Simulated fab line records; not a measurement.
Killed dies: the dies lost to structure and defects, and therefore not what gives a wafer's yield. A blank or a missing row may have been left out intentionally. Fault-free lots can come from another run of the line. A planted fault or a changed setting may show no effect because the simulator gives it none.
Chamber matching | flow nand harc | NHARC_A_CHANNEL_FILL_D1_ETCHBACK_20 on rie diel-05: 4 sister chambers
The step etches the open film in C4F8/O2/Ar, target depth 27 nm, time 13.5 s. 7 wafers are shown with their chamber, then 7 later ones without.

EACH WAFER AND ITS CHAMBER
wafer  | chamber | rf vpp V (V) | oes product au (a.u.)
L727.4 | 2       | 981          | 0.99
L731.3 | 0       | 988          | 1.00
L731.4 | 3       | 975          | 0.98
L732.2 | 0       | 988          | 1.00
L732.5 | 1       | 969          | 0.99
L733.1 | 1       | 971          | 1.00
L733.2 | 3       | 975          | 0.98

WAFERS MISSING THEIR CHAMBER
wafer  | rf vpp V (V) | oes product au (a.u.)
L733.4 | 980          | 0.99
L741.1 | 975          | 0.92
L741.2 | 979          | 0.92
L741.6 | 976          | 0.92
L743.1 | 970          | 0.99
L743.4 | 977          | 0.98
L743.5 | 979          | 0.99

THE CHAMBER EACH PASSED THROUGH
wafer  | from the rows above     | in truth
L733.4 | 2                       | 2
L741.1 | 3                       | 3
L741.2 | can't be placed: 3 or 2 | 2
L741.6 | 3                       | 3
L743.1 | 1                       | 1
L743.4 | 3                       | 3
L743.5 | 2                       | 2
Correct placement for 6 of the 7. Not placeable from these rows: 1 (in 1, the candidates include the true chamber). Number placed wrongly: 0.
How it was worked out, from the rows above alone: a wafer's distance from a chamber is the root of the sum, over the readings, of the square of ((its reading less the chamber's mean) divided by the reading's scatter). If the next closest chamber is less than 2 further off than the closest, the wafer can't be placed; otherwise it belongs to the closest. A chamber's mean is the mean of its shown wafers. The scatter: take each reading less its chamber's mean, square it, sum over the shown wafers, divide by the number of wafers less the number of chambers, and take the root.
